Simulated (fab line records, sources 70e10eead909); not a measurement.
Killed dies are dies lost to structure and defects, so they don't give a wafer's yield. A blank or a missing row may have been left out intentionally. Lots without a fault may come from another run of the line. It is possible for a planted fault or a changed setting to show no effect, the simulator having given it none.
fab line records	flow nand_harc
record lots=13	wafers=39	last_day=33
route steps=1302 shown A_M1@1179 END@1302
lots untouched by any fault: they come from a run of this same line in which no faults occurred
start_h: hours from the record's first day to the start of the lot's first wafer shown	wait_h: hours since the lot's step before	" repeats the value in the row above	L1.1+2: a row that stands for several wafers	- no value present, or no start provided	* or withheld: withheld	< > ~ a bound
route shown NAME@n: a module of which the file shows steps, and the number in the route of the first	usual: the fault-free wafers' mean and standard deviation	same: alike in all rows	chamber/n: place in a boat	sites: per-site readings	_std_site: standard deviation across them	_edge_site: the outer-site mean with the inner-site mean subtracted	radius_mm: for every site, how far away it sits from the centre of the wafer	mask NAME#n: copy n	behind: tool/chamber where the wafer was last shaped	hold: cause of the lot's hold/its duration in hours/its outcome	device: which transistor (n, p or np) failed to switch	end of line: the route-end tests of the same wafers	where a step has no rows: the recipe by itself	killed: count of dies lost to structure and defects at first sort (not the wafer's yield)	map: per-die view of a wafer (x killed, . not killed, _ where there is no die)
set.NAME: the run value of the setting; set.NAME@STEP: its run value at that earlier step	model.NAME: the simulator's own value behind a step, which no gauge read
a sample of lots followed through the steps of the route, with each step as a table and each wafer as a row
services: from which hour (start_h, from the record's first day; less than 0 if before it) a tool's chamber was out of use, for how many hours, and why
## steps
# step NHARC_A_M1_CD_MEAS_09
# recipe target_cd_nm=120	landing_energy_ev=500
# usual cd_nm=120.2/0.67
lot.wafer	tool	chamber	start_h	wait_h	cd_nm
L293.1	cd_sem-03	0	543.16	-	120.5
L293.3	"	0	"	"	120.0
L293.6	"	0	"	"	119.8
L294.2	cd_sem-03	0	545.76	-	120.0
L294.4	"	0	"	"	118.7
L294.5	"	0	"	"	120.3
L296.1	cd_sem-03	0	559.62	-	119.6
L296.2	"	0	"	"	120.6
L296.5	"	0	"	"	119.8
L298.1	cd_sem-03	0	578.57	-	120.7
L298.3	"	0	"	"	121.0
L298.5	"	0	"	"	120.2
L297.1	cd_sem-03	0	578.94	-	121.3
L297.2	"	0	"	"	120.7
L297.5	"	0	"	"	120.8
L299.3	cd_sem-02	0	594.40	-	121.1
L299.4	"	0	"	"	120.1
L299.6	"	0	"	"	120.0
L300.2	cd_sem-03	0	621.50	-	121.2
L300.4	"	0	"	"	120.5
L300.6	"	0	"	"	120.8
L301.1	cd_sem-03	0	646.47	-	119.6
L301.2	"	0	"	"	120.0
L301.3	"	0	"	"	120.2
L304.1	cd_sem-02	0	649.40	-	119.4
L304.2	"	0	"	"	120.2
L304.5	"	0	"	"	120.4
L305.1	cd_sem-02	0	651.92	-	120.7
L305.4	"	0	"	"	120.4
L305.6	"	0	"	"	119.8
L302.2	cd_sem-01	0	652.28	-	120.6
L302.3	"	0	"	"	120.4
L302.6	"	0	"	"	121.0
L312.2	cd_sem-02	0	721.25	-	120.4
L312.4	"	0	"	"	118.2
L312.5	"	0	"	"	119.8
L313.3	cd_sem-01	0	742.99	-	120.2
L313.4	"	0	"	"	119.9
L313.6	"	0	"	"	119.9
# step NHARC_A_M1_INSPECT_11
# usual raw_defect_count=85/29
lot.wafer	tool	chamber	start_h	wait_h	raw_defect_count
L293.1	defect_inspect-02	-	543.29	0.0	105
L293.3	"	-	"	"	131
L293.6	"	-	"	"	131
L294.2	defect_inspect-02	-	545.88	0.0	99
L294.4	"	-	"	"	108
L294.5	"	-	"	"	109
L296.1	defect_inspect-02	-	559.75	0.0	59
L296.2	"	-	"	"	59
L296.5	"	-	"	"	87
L298.1	defect_inspect-01	-	578.69	0.0	121
L298.3	"	-	"	"	115
L298.5	"	-	"	"	127
L297.1	defect_inspect-01	-	579.07	0.0	85
L297.2	"	-	"	"	86
L297.5	"	-	"	"	67
L299.3	defect_inspect-01	-	594.52	0.0	104
L299.4	"	-	"	"	53
L299.6	"	-	"	"	72
L300.2	defect_inspect-01	-	621.62	0.0	91
L300.4	"	-	"	"	79
L300.6	"	-	"	"	74
L301.1	defect_inspect-01	-	646.59	0.0	86
L301.2	"	-	"	"	91
L301.3	"	-	"	"	92
L304.1	defect_inspect-01	-	649.52	0.0	24
L304.2	"	-	"	"	42
L304.5	"	-	"	"	35
L305.1	defect_inspect-02	-	652.05	0.0	56
L305.4	"	-	"	"	58
L305.6	"	-	"	"	78
L302.2	defect_inspect-01	-	652.40	0.0	118
L302.3	"	-	"	"	122
L302.6	"	-	"	"	109
L312.2	defect_inspect-02	-	721.37	0.0	87
L312.4	"	-	"	"	81
L312.5	"	-	"	"	92
L313.3	defect_inspect-01	-	743.11	0.0	66
L313.4	"	-	"	"	67
L313.6	"	-	"	"	66
# step NHARC_A_M1_ETCH_35
# recipe target_depth_a=400	overetch_a=120	time_s=43.94	ion_energy_ev=200	n2_flow_sccm=150	h2_flow_sccm=150	ar_flow_sccm=0	rf_w=400	bias_w=150	chemistry=N2/H2
# usual bias_w=150.0/0.48	chamber_pressure_mTorr=29.997/0.03	drypump_motor_current_A=5.7/0.62	oes_product_au=1.001/0.011	rf_vpp_V=429.4/2.3	showerhead_plenum_p_Torr=2.00/0.082	throttle_valve_pct=14.171/0.0087
lot.wafer	tool	chamber	start_h	wait_h	bias_w	chamber_pressure_mTorr	drypump_motor_current_A	oes_product_au	rf_hours_counter_h	rf_vpp_V	showerhead_plenum_p_Torr	throttle_valve_pct
L293.3	rie_diel-11	3	543.44	0.1	149.1	30.049	4.9	1.018	4.9	426.7	1.91	14.183
L293.1	"	0	"	"	150.0	30.056	6.4	1.019	5.6	427.4	1.93	14.171
L293.6	"	1	"	"	150.4	30.014	6.5	1.027	-	433.6	2.14	14.156
L294.2	rie_diel-01	0	546.06	0.1	151.1	29.985	4.9	0.992	5.3	433.1	2.13	14.171
L294.4	"	2	"	"	150.4	29.978	5.3	0.999	-	428.8	2.00	14.170
L294.5	"	0	"	"	150.2	29.928	4.9	0.995	-	433.9	2.13	14.173
L296.2	rie_diel-11	3	559.89	0.1	150.3	29.979	4.9	1.012	5.2	427.5	1.91	14.170
L296.1	"	1	"	"	150.4	29.971	6.6	1.008	5.8	433.4	2.14	14.175
L296.5	"	0	"	"	149.9	29.963	6.4	1.016	-	426.9	1.93	14.161
L298.3	rie_diel-01	2	578.84	0.1	149.4	30.049	5.3	0.992	0.4	429.2	2.00	14.168
L298.1	"	3	"	"	150.1	30.001	5.8	1.004	0.4	430.5	2.02	14.151
L298.5	"	2	"	"	150.2	29.992	5.3	0.994	-	429.5	2.00	14.169
L297.1	rie_diel-11	3	579.21	0.1	150.3	29.978	4.9	1.019	6.0	427.0	1.91	14.159
L297.2	"	1	"	"	150.4	29.962	6.5	1.037	6.5	433.0	2.14	14.172
L297.5	"	3	"	"	149.5	29.984	4.9	1.012	-	427.5	1.91	14.178
L299.3	rie_diel-12	3	594.67	0.1	150.4	30.003	5.4	1.003	7.7	429.1	2.00	14.172
L299.4	"	0	"	"	150.6	30.048	4.8	1.007	7.5	432.2	2.07	14.172
L299.6	"	3	"	"	150.1	29.992	5.4	1.002	-	430.8	2.00	14.162
L300.2	rie_diel-01	3	621.77	0.1	149.0	30.016	5.8	1.010	2.1	429.7	2.02	14.170
L300.4	"	0	"	"	149.3	30.012	4.9	0.983	2.0	432.5	2.13	14.181
L300.6	"	3	"	"	149.3	30.016	5.9	1.005	-	428.8	2.01	14.182
L301.3	rie_diel-01	3	646.74	0.1	150.4	30.018	5.8	1.009	2.5	430.2	2.01	14.170
L301.2	"	0	"	"	149.6	29.996	4.9	0.995	2.3	433.3	2.13	14.163
L301.1	"	1	"	"	149.8	30.024	6.4	0.996	2.2	428.2	1.92	14.180
L304.2	rie_diel-01	1	649.68	0.1	150.9	29.973	6.3	1.001	2.3	427.7	1.92	14.174
L304.1	"	2	"	"	150.6	30.019	5.3	1.000	2.3	429.2	1.99	14.166
L304.5	"	0	"	"	150.5	29.983	4.9	0.994	-	431.0	2.13	14.166
L305.4	rie_diel-12	1	652.20	0.1	149.9	30.013	6.2	0.998	1.8	425.0	1.90	14.170
L305.1	"	2	"	"	150.1	29.964	5.6	1.004	1.4	427.4	1.92	14.184
L305.6	"	3	"	"	149.5	29.938	5.5	1.000	-	429.2	2.00	14.168
L302.3	rie_diel-11	1	652.55	0.1	148.8	29.999	6.6	0.996	1.5	432.1	2.13	14.166
L302.2	"	3	"	"	150.8	30.043	4.9	0.993	1.7	426.0	1.91	14.185
L302.6	"	1	"	"	150.4	30.038	6.5	0.994	-	432.9	2.13	14.178
L312.2	rie_diel-12	0	721.55	0.1	-	-	-	-	-	-	-	-
L312.4	"	1	"	"	-	-	-	-	-	-	-	-
L312.5	"	1	"	"	-	-	-	-	-	-	-	-
L313.4	rie_diel-11	3	743.26	0.1	-	-	-	-	-	-	-	-
L313.3	"	0	"	"	-	-	-	-	-	-	-	-
L313.6	"	1	"	"	-	-	-	-	-	-	-	-
# step NHARC_A_M1_PVD_21
# recipe target_thk_a=300	chamber_pressure_pa=5	power_w=5000	substrate_temp_c=30	time_s=20.49	material=Cu
# usual throttle_valve_pct=30.4/1.2
lot.wafer	tool	chamber	start_h	wait_h	throttle_valve_pct
L293.3	pvd_sputter-02	-	-	-	29.8
L293.1	"	-	"	"	30.8
L293.6	"	-	"	"	32.3
L294.2	pvd_sputter-02	-	-	-	29.8
L294.4	"	-	"	"	32.4
L294.5	"	-	"	"	29.9
L296.1	pvd_sputter-01	-	-	-	30.7
L296.2	"	-	"	"	31.1
L296.5	"	-	"	"	30.1
L298.3	pvd_sputter-02	-	-	-	30.9
L298.1	"	-	"	"	30.0
L298.5	"	-	"	"	29.9
L297.2	pvd_sputter-03	-	-	-	27.0
L297.1	"	-	"	"	31.9
L297.5	"	-	"	"	27.0
L299.4	pvd_sputter-01	-	-	-	30.1
L299.3	"	-	"	"	30.1
L299.6	"	-	"	"	30.1
L300.4	pvd_sputter-02	-	-	-	32.3
L300.2	"	-	"	"	29.9
L300.6	"	-	"	"	32.2
L301.2	pvd_sputter-03	-	-	-	30.5
L301.3	"	-	"	"	30.2
L301.1	"	-	"	"	26.7
L304.1	pvd_sputter-03	-	-	-	26.8
L304.2	"	-	"	"	30.4
L304.5	"	-	"	"	30.1
L305.4	pvd_sputter-03	-	-	-	29.9
L305.1	"	-	"	"	31.8
L305.6	"	-	"	"	30.1
L302.3	pvd_sputter-01	-	-	-	29.8
L302.2	"	-	"	"	30.1
L302.6	"	-	"	"	30.5
L312.2	pvd_sputter-02	-	-	-	30.1
L312.4	"	-	"	"	32.5
L312.5	"	-	"	"	30.1
L313.4	pvd_sputter-01	-	-	-	30.7
L313.3	"	-	"	"	30.2
L313.6	"	-	"	"	30.1
# step NHARC_END_SORT_01
# recipe temp_c=25
# usual defect_limited_yield=90.6/2.3	killed_at_array=59/16	killed_at_other=0.8/1.1	killed_at_periphery=3.6/2.4	killed_dies=64/16	killed_open=3.4/1.8	killed_short=2.5/1.6
# same gross_dies=677
lot.wafer	tool	chamber	start_h	wait_h	defect_limited_yield[%]	killed_at_array	killed_at_other	killed_at_periphery	killed_dies	killed_open	killed_short
L293.1	prober-01	0	580.70	2.5	91.9	50	2	3	55	1	3
L293.3	prober-01	0	582.31	3.1	87.7	80	0	3	83	4	7
L293.6	prober-01	0	584.74	4.0	86.1	92	0	2	94	6	3
L296.1	prober-01	0	594.62	2.5	93.1	40	3	4	47	3	2
L296.2	prober-01	0	595.42	2.8	92.6	43	3	4	50	4	8
L296.5	prober-01	0	597.80	3.7	90.4	58	2	5	65	3	2
L298.3	prober-01	0	615.16	3.1	88.3	71	0	8	79	9	2
L297.2	prober-02	0	614.40	2.8	90.8	60	1	1	62	2	4
L299.3	prober-01	0	632.97	3.1	89.7	70	0	0	70	1	2
L299.4	prober-01	0	633.76	3.4	92.6	47	0	3	50	7	3
L299.6	prober-01	0	635.33	3.9	92.9	48	0	0	48	0	0
L300.2	prober-02	0	660.87	2.8	90.0	57	1	10	68	2	1
L300.4	prober-02	0	662.45	3.4	89.8	58	3	8	69	7	2
L300.6	prober-02	0	664.04	4.0	90.7	54	2	7	63	4	2
L305.1	prober-02	0	682.34	2.5	93.6	38	0	5	43	2	3
L305.4	prober-02	0	684.71	3.4	92.0	46	1	7	54	3	3
L305.6	prober-02	0	686.28	3.9	91.0	54	0	7	61	5	4
L301.1	prober-02	0	690.10	2.5	89.2	64	1	8	73	5	1
L301.2	prober-02	0	690.90	2.8	90.4	60	3	2	65	2	1
L301.3	prober-02	0	691.70	3.1	91.1	52	0	8	60	3	0
L304.1	prober-01	0	690.11	2.5	96.6	21	0	2	23	1	1
L304.2	prober-01	0	690.91	2.8	94.1	37	1	2	40	4	1
L304.5	prober-01	0	693.31	3.7	93.5	39	0	5	44	2	5
L302.2	prober-02	0	698.70	2.8	89.5	67	0	4	71	6	0
L302.3	prober-02	0	699.51	3.1	89.7	67	0	3	70	5	4
L302.6	prober-02	0	701.94	4.0	90.5	61	1	2	64	0	2
L312.2	prober-01	0	764.27	2.8	0	674	0	3	677	3	2
L312.4	prober-01	0	765.85	3.4	0	676	0	1	677	5	3
L312.5	prober-01	0	766.64	3.7	0	677	0	0	677	3	3
L313.3	prober-02	0	781.13	3.1	0	665	2	10	677	2	2
L313.4	prober-02	0	781.94	3.5	0	669	4	4	677	4	1
L313.6	prober-02	0	783.58	4.1	0	670	2	5	677	1	1
# killed by level:class
L293.1 A_CHANNEL_HOLE_D2:chamber_film_flake=24 A_CHANNEL_HOLE_D1:chamber_film_flake=18 P_GATE:chamber_film_flake=2 A_STAIRCASE:chamber_film_flake=2 THIN_TSV:chamber_film_flake=2 P_CONTACT:geometric_particle:open=1 A_ONON_D1:geometric_particle:short=1 A_ONON_D2:geometric_particle:short=1
L293.3 A_CHANNEL_HOLE_D1:chamber_film_flake=34 A_CHANNEL_HOLE_D2:chamber_film_flake=30 A_STAIRCASE:chamber_film_flake=5 A_CHANNEL_FILL_D2:geometric_particle:short=2 P_CONTACT:geometric_particle:short=1 P_M1:geometric_particle:open=1 A_CHANNEL_HOLE_D1:geometric_particle:short=1 A_SGD_CUT:geometric_particle:open=1
L293.6 A_CHANNEL_HOLE_D2:chamber_film_flake=43 A_CHANNEL_HOLE_D1:chamber_film_flake=33 A_CHANNEL_FILL_D1:chamber_film_flake=3 A_CONTACT:chamber_film_flake=3 A_M1:geometric_particle:open=2 P_M0:geometric_particle:open=1 A_CHANNEL_FILL_D1:geometric_particle:short=1 A_DECK1_JOINT:geometric_particle:short=1
L296.1 A_CHANNEL_HOLE_D2:chamber_film_flake=28 A_STAIRCASE:chamber_film_flake=3 A_CONTACT:chamber_film_flake=3 THIN_TSV:chamber_film_flake=3 P_GATE:chamber_film_flake=2 A_CHANNEL_HOLE_D1:chamber_film_flake=2 P_M1:geometric_particle:open=1 A_CHANNEL_FILL_D1:geometric_particle:short=1
L296.2 A_CHANNEL_HOLE_D2:chamber_film_flake=27 A_CHANNEL_FILL_D2:geometric_particle:short=3 A_ONON_D1:geometric_particle:short=2 P_GATE:chamber_film_flake=2 A_CHANNEL_HOLE_D1:chamber_film_flake=2 A_STAIRCASE:chamber_film_flake=2 THIN_TSV:chamber_film_flake=2 P_M0:geometric_particle:open=1
L296.5 A_CHANNEL_HOLE_D2:chamber_film_flake=37 A_CONTACT:chamber_film_flake=6 A_SLIT:chamber_film_flake=5 A_STAIRCASE:chamber_film_flake=4 A_CHANNEL_HOLE_D1:chamber_film_flake=3 P_M1:chamber_film_flake=2 THIN_TSV:chamber_film_flake=2 P_CONTACT:geometric_particle:open=1
L297.2 A_CHANNEL_HOLE_D1:chamber_film_flake=39 A_CHANNEL_HOLE_D2:chamber_film_flake=8 A_WL_FILL:geometric_particle:short=3 A_CONTACT:chamber_film_flake=3 A_STAIRCASE:chamber_film_flake=3 A_CHANNEL_HOLE_D2:geometric_particle:short=1 A_CHANNEL_FILL_D2:geometric_particle:open=1 A_WL_FILL:geometric_particle:open=1
L298.3 A_SLIT:chamber_film_flake=32 A_CHANNEL_HOLE_D2:chamber_film_flake=24 A_CHANNEL_HOLE_D1:chamber_film_flake=4 A_CONTACT:chamber_film_flake=4 P_GATE:geometric_particle:open=2 P_ZERO_WELL:chamber_film_flake=2 A_STAIRCASE:chamber_film_flake=2 P_CONTACT:geometric_particle:short=1
L299.3 A_CHANNEL_HOLE_D2:chamber_film_flake=41 A_CONTACT:chamber_film_flake=13 A_CHANNEL_HOLE_D1:chamber_film_flake=5 A_WL_FILL:chamber_film_flake=4 A_STAIRCASE:chamber_film_flake=3 A_ONON_D2:geometric_particle:short=2 A_CHANNEL_FILL_D1:geometric_particle:open=1 A_SLIT:chamber_film_flake=1
L299.4 A_CHANNEL_HOLE_D2:chamber_film_flake=28 A_CONTACT:chamber_film_flake=8 A_CHANNEL_HOLE_D1:chamber_film_flake=2 P_M0:geometric_particle:open=1 P_M2:geometric_particle:short=1 P_BONDPAD:geometric_particle:open=1 A_SOURCE_PLATE:geometric_particle:open=1 A_CHANNEL_FILL_D1:geometric_particle:short=1
L299.6 A_CHANNEL_HOLE_D2:chamber_film_flake=27 A_CONTACT:chamber_film_flake=11 A_CHANNEL_HOLE_D1:chamber_film_flake=4 A_STAIRCASE:chamber_film_flake=3 A_WL_FILL:chamber_film_flake=2 A_CHANNEL_FILL_D2:chamber_film_flake=1
L300.2 A_SLIT:chamber_film_flake=28 A_CHANNEL_HOLE_D2:chamber_film_flake=20 P_CONTACT:chamber_film_flake=7 A_CONTACT:chamber_film_flake=5 P_GATE:geometric_particle:open=1 A_CHANNEL_FILL_D1:geometric_particle:short=1 A_M1:geometric_particle:open=1 P_ZERO_WELL:chamber_film_flake=1
L300.4 A_SLIT:chamber_film_flake=29 A_CHANNEL_HOLE_D2:chamber_film_flake=11 A_CHANNEL_HOLE_D1:chamber_film_flake=7 P_CONTACT:chamber_film_flake=4 THIN_TSV:chamber_film_flake=3 P_M1:geometric_particle:open=2 A_DECK1_JOINT:geometric_particle:open=2 A_CONTACT:chamber_film_flake=2
L300.6 A_SLIT:chamber_film_flake=22 A_CHANNEL_HOLE_D2:chamber_film_flake=12 P_CONTACT:chamber_film_flake=6 A_CHANNEL_HOLE_D1:chamber_film_flake=6 A_CONTACT:chamber_film_flake=4 A_STAIRCASE:chamber_film_flake=3 THIN_TSV:chamber_film_flake=2 P_M0:geometric_particle:open=1
L305.1 A_SLIT:chamber_film_flake=25 A_CHANNEL_HOLE_D1:chamber_film_flake=5 P_STI:chamber_film_flake=4 A_CONTACT:chamber_film_flake=3 P_M0:geometric_particle:open=1 A_ONON_D1:geometric_particle:short=1 A_DECK1_JOINT:geometric_particle:short=1 A_CHANNEL_FILL_D2:geometric_particle:short=1
L305.4 A_SLIT:chamber_film_flake=29 A_CHANNEL_HOLE_D1:chamber_film_flake=6 P_STI:chamber_film_flake=4 A_CONTACT:chamber_film_flake=3 P_M0:geometric_particle:open=2 A_CHANNEL_FILL_D1:chamber_film_flake=2 A_STAIRCASE:chamber_film_flake=2 A_BLC:geometric_particle:short=1
L305.6 A_SLIT:chamber_film_flake=34 A_CHANNEL_HOLE_D1:chamber_film_flake=6 P_STI:chamber_film_flake=5 A_CONTACT:chamber_film_flake=4 A_CHANNEL_HOLE_D1:geometric_particle:short=2 P_M0:geometric_particle:open=1 P_BONDPAD:geometric_particle:short=1 A_CHANNEL_FILL_D1:geometric_particle:open=1
L301.1 A_CHANNEL_HOLE_D1:chamber_film_flake=29 A_CHANNEL_HOLE_D2:chamber_film_flake=16 A_CONTACT:chamber_film_flake=5 P_M0:chamber_film_flake=5 A_STAIRCASE:chamber_film_flake=4 A_DECK1_JOINT:chamber_film_flake=3 A_CHANNEL_FILL_D1:chamber_film_flake=2 P_M0:geometric_particle:open=1
L304.1 A_CHANNEL_HOLE_D2:chamber_film_flake=12 A_CONTACT:chamber_film_flake=3 P_M1:chamber_film_flake=2 A_CHANNEL_HOLE_D1:chamber_film_flake=2 A_SLIT:chamber_film_flake=2 A_WL_FILL:geometric_particle:short=1 A_M0:geometric_particle:open=1
L301.2 A_CHANNEL_HOLE_D1:chamber_film_flake=35 A_CHANNEL_HOLE_D2:chamber_film_flake=14 A_STAIRCASE:chamber_film_flake=3 THIN_TSV:chamber_film_flake=3 A_CHANNEL_FILL_D1:chamber_film_flake=2 A_DECK1_JOINT:chamber_film_flake=2 P_GATE:geometric_particle:open=1 A_CHANNEL_FILL_D2:geometric_particle:open=1
L304.2 A_CHANNEL_HOLE_D2:chamber_film_flake=13 A_CHANNEL_HOLE_D1:chamber_film_flake=12 A_CHANNEL_FILL_D2:geometric_particle:open=3 P_M1:chamber_film_flake=2 A_SLIT:chamber_film_flake=2 A_ONON_D2:geometric_particle:short=1 A_CHANNEL_HOLE_D2:geometric_particle:open=1 A_ZERO_WELL:chamber_film_flake=1
L301.3 A_CHANNEL_HOLE_D1:chamber_film_flake=29 A_CHANNEL_HOLE_D2:chamber_film_flake=8 P_M0:chamber_film_flake=5 A_CHANNEL_FILL_D1:chamber_film_flake=4 A_STAIRCASE:chamber_film_flake=4 A_CONTACT:chamber_film_flake=4 P_CONTACT:geometric_particle:open=2 A_ONON_D1:geometric_particle:open=1
L304.5 A_CHANNEL_HOLE_D2:chamber_film_flake=18 A_CHANNEL_HOLE_D1:chamber_film_flake=7 A_STAIRCASE:chamber_film_flake=3 P_STI:chamber_film_flake=2 P_M1:chamber_film_flake=2 A_CONTACT:chamber_film_flake=2 A_SOURCE_PLATE:geometric_particle:short=1 A_CHANNEL_FILL_D1:geometric_particle:short=1
L302.2 A_CHANNEL_HOLE_D1:chamber_film_flake=35 A_SLIT:chamber_film_flake=24 A_ONON_D2:geometric_particle:open=2 P_M2:geometric_particle:open=1 A_CHANNEL_FILL_D1:geometric_particle:open=1 A_SLIT:geometric_particle:open=1 A_M0:geometric_particle:open=1 P_ZERO_WELL:chamber_film_flake=1
L302.3 A_SLIT:chamber_film_flake=29 A_CHANNEL_HOLE_D1:chamber_film_flake=22 A_CONTACT:chamber_film_flake=4 P_M0:chamber_film_flake=2 P_GATE:geometric_particle:open=1 A_SOURCE_PLATE:geometric_particle:short=1 A_CHANNEL_HOLE_D1:geometric_particle:open=1 A_ONON_D2:geometric_particle:short=1
L302.6 A_CHANNEL_HOLE_D1:chamber_film_flake=29 A_SLIT:chamber_film_flake=20 A_CONTACT:chamber_film_flake=4 A_CHANNEL_HOLE_D2:chamber_film_flake=2 A_STAIRCASE:chamber_film_flake=2 A_WL_FILL:chamber_film_flake=2 A_ONON_D1:geometric_particle:short=1 A_ONON_D2:geometric_particle:short=1
L312.2 A_M1:area_etch=621 A_CHANNEL_HOLE_D2:chamber_film_flake=24 A_CHANNEL_HOLE_D1:chamber_film_flake=14 A_CONTACT:chamber_film_flake=4 A_SLIT:chamber_film_flake=3 A_STAIRCASE:chamber_film_flake=3 P_STI:geometric_particle:short=1 P_M0:geometric_particle:open=1
L312.4 A_M1:area_etch=614 A_CHANNEL_HOLE_D2:chamber_film_flake=27 A_CHANNEL_HOLE_D1:chamber_film_flake=18 A_STAIRCASE:chamber_film_flake=5 A_WL_FILL:geometric_particle:short=2 A_M0:geometric_particle:open=2 A_SLIT:chamber_film_flake=2 A_CONTACT:chamber_film_flake=2
L312.5 A_M1:area_etch=606 A_CHANNEL_HOLE_D2:chamber_film_flake=24 A_CHANNEL_HOLE_D1:chamber_film_flake=14 A_CONTACT:chamber_film_flake=10 A_STAIRCASE:chamber_film_flake=8 A_SLIT:chamber_film_flake=6 A_WL_FILL:chamber_film_flake=2 A_CHANNEL_FILL_D1:geometric_particle:short=1
L313.3 A_M1:area_etch=617 A_SLIT:chamber_film_flake=32 P_GATE:chamber_film_flake=9 A_STAIRCASE:chamber_film_flake=4 A_CONTACT:chamber_film_flake=3 A_CHANNEL_HOLE_D1:unspecified=2 A_CHANNEL_HOLE_D2:chamber_film_flake=2 THIN_TSV:chamber_film_flake=2
L313.4 A_M1:area_etch=619 A_SLIT:chamber_film_flake=34 THIN_TSV:chamber_film_flake=4 P_GATE:chamber_film_flake=3 A_STAIRCASE:chamber_film_flake=3 A_BLC:geometric_particle:open=2 A_ZERO_WELL:chamber_film_flake=2 A_CHANNEL_HOLE_D1:unspecified=2
L313.6 A_M1:area_etch=626 A_SLIT:chamber_film_flake=30 P_GATE:chamber_film_flake=5 A_CONTACT:chamber_film_flake=4 A_CHANNEL_HOLE_D1:unspecified=3 A_CHANNEL_HOLE_D1:chamber_film_flake=2 THIN_TSV:chamber_film_flake=2 A_CHANNEL_HOLE_D1:geometric_particle:short=1
## services
tool	chamber	start_h	hours	kind
rie_diel-01	0	523.80	4.2	repair
rie_diel-01	2	524.22	2.5	repair
pvd_sputter-03	-	536.95	10.0	pm
rie_diel-01	3	539.94	8.5	repair
rie_diel-01	-	557.81	9.0	pm
pvd_sputter-01	-	582.00	10.0	pm
pvd_sputter-03	-	589.74	2.0	repair
pvd_sputter-01	-	596.58	5.6	repair
rie_diel-11	-	602.07	0.5	repair
rie_diel-12	-	605.10	0.8	repair
pvd_sputter-01	-	606.95	2.5	repair
rie_diel-11	-	609.50	9.0	pm
rie_diel-12	1	616.97	1.4	repair
rie_diel-12	-	622.44	9.0	pm
rie_diel-01	0	630.48	12.9	repair
pvd_sputter-02	-	638.00	10.0	pm
pvd_sputter-02	-	648.77	6.2	repair
pvd_sputter-01	-	661.17	3.5	repair
rie_diel-01	3	705.43	12.5	repair
rie_diel-11	0	709.06	16.4	repair
pvd_sputter-03	-	714.98	10.0	pm
rie_diel-11	1	726.24	9.6	repair
rie_diel-01	1	729.75	4.6	repair
rie_diel-01	-	734.81	9.0	pm
## key
first_sign step=NHARC_A_M1_ETCH_35	reading=tool_record	direction=missing
effect step=NHARC_END_SORT_01	reading=defect_limited_yield	direction=down	sigmas=39	usual=90.6	struck=0
more_kills_born_at NHARC_A_M1_ETCH_35@rie_diel-11=1862	NHARC_A_M1_ETCH_35@rie_diel-12=1841
met_at NHARC_A_M1_ETCH_35
struck_lots L312,L313
later_rows_left_out L312.2,L312.4,L312.5,L313.3,L313.4,L313.6
not_acting_at NHARC_A_M1_CD_MEAS_09,NHARC_A_M1_INSPECT_11,NHARC_A_M1_PVD_21
onset_between 652.55 721.55
fault kind=skipped_step_whole	tool=rie_diel-11,rie_diel-12	chamber=-	onset_h=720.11	steps=NHARC_A_M1_ETCH_35	scope=struck_lots_only
# later_rows_left_out: the simulator's readings of these wafers behind a module that went badly wrong aren't trusted and aren't shown, but for the sort
